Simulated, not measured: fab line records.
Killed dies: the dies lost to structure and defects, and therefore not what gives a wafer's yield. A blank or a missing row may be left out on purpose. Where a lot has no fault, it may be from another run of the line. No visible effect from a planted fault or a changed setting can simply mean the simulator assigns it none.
Problem report in the 8D (eight disciplines) form, filled by code -- flow nand-harc -- the parts of the form that need people (team, actions taken, sign-off) are left out

1. THE ISSUE
Mean of cd-nm at NHARC_P_M1_CD_MEAS_09: 142.3 nm across 2 wafers in 2 lots; on wafers with no fault it is 129.8 nm (standard deviation 0.48). Relative to the usual mean, that is a shift of +26 standard deviations.
The step: target cd 130 nm.
First seen on wafer L895.3, day 9 02:35, on cd-sem-01. At this step, 33 wafers from 11 lots have a number in the record. By rule, "out" or "out of limits" means more than 4 standard deviations away from the usual mean. Any other wafer with a number is counted as sound.

2. WHAT IT IS, WHAT IT ISN'T
question,is,is not
which readings at this step,cd-nm,-
which lots,"L895, L897","L884, L885, L887, L888, L889, L893, L903, L904, L907"
which wafers of those lots,"L895.3, L897.3","L895.1, L895.5, L897.2, L897.5"
read on which gauges,"cd-sem-01, cd-sem-03",cd-sem-02
when,from day 9 02:35,"up to then (20 sound wafers); but 11 sound wafers of L897, L903, L904, L907 came after"

3. THE SUSPECTS, EACH WITH WHAT RULES IT OUT
Counting: if a tool at a process step up to the reading ran every lot that is out, it stays a suspect. Sound lots after the first of them don't rule it out here, since some wafers of a struck lot are sound.
- the gauge at NHARC_P_M1_CD_MEAS_09 is ruled out. Those wafers that are out were read across 2 gauges (cd-sem-01, cd-sem-03).
- arfi-scanner-02 at NHARC_P_M1_EXPOSE_06 (exposes mask P M1, target cd 130 nm): kept. It processed each lot that is out (first: L895, day 9 02:27); up to then, its last sound lot is L893 (day 8 04:46).
Remaining after the count: arfi-scanner-02 at NHARC_P_M1_EXPOSE_06.

4. THE CAUSE (what the simulator had put in)
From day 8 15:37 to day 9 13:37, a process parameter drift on arfi-scanner-02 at NHARC_P_M1_EXPOSE_06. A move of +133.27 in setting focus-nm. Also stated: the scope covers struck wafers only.
After counting, this tool was the only one left.

5. THE CHAIN OF EFFECTS, in route order
One row per reading whose mean, taken over the struck wafers that have a number, lies over 3 standard deviations from the usual. Readings are gone through only where the record gives a usual standard deviation; hours: the median, over the lots, of the time from a lot's start at the first step in this table giving one to that lot's start at this step; sigmas: the change measured in usual standard deviations.
hours,step,reading,usual,on struck wafers,change,sigmas
0,NHARC_P_M1_CD_MEAS_09,cd-nm,129.8 nm,142.3,+12.5,+26

6. HOW IT WOULD HAVE BEEN CAUGHT EARLIER
Counted from the fault's start at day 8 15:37, it took 11 hours until the first out-of-limits reading at a measuring or inspecting step in this record, taken at day 9 02:35.
No tool reading at NHARC_P_M1_EXPOSE_06 that has a usual standard deviation in the record was out on any struck wafer, so an alarm limit of 4 standard deviations on those readings would not have fired.
Of the lots that are out (2), L897 began NHARC_P_M1_EXPOSE_06 on arfi-scanner-02 after day 9 02:35. A hold on the tool at that time would have spared it.
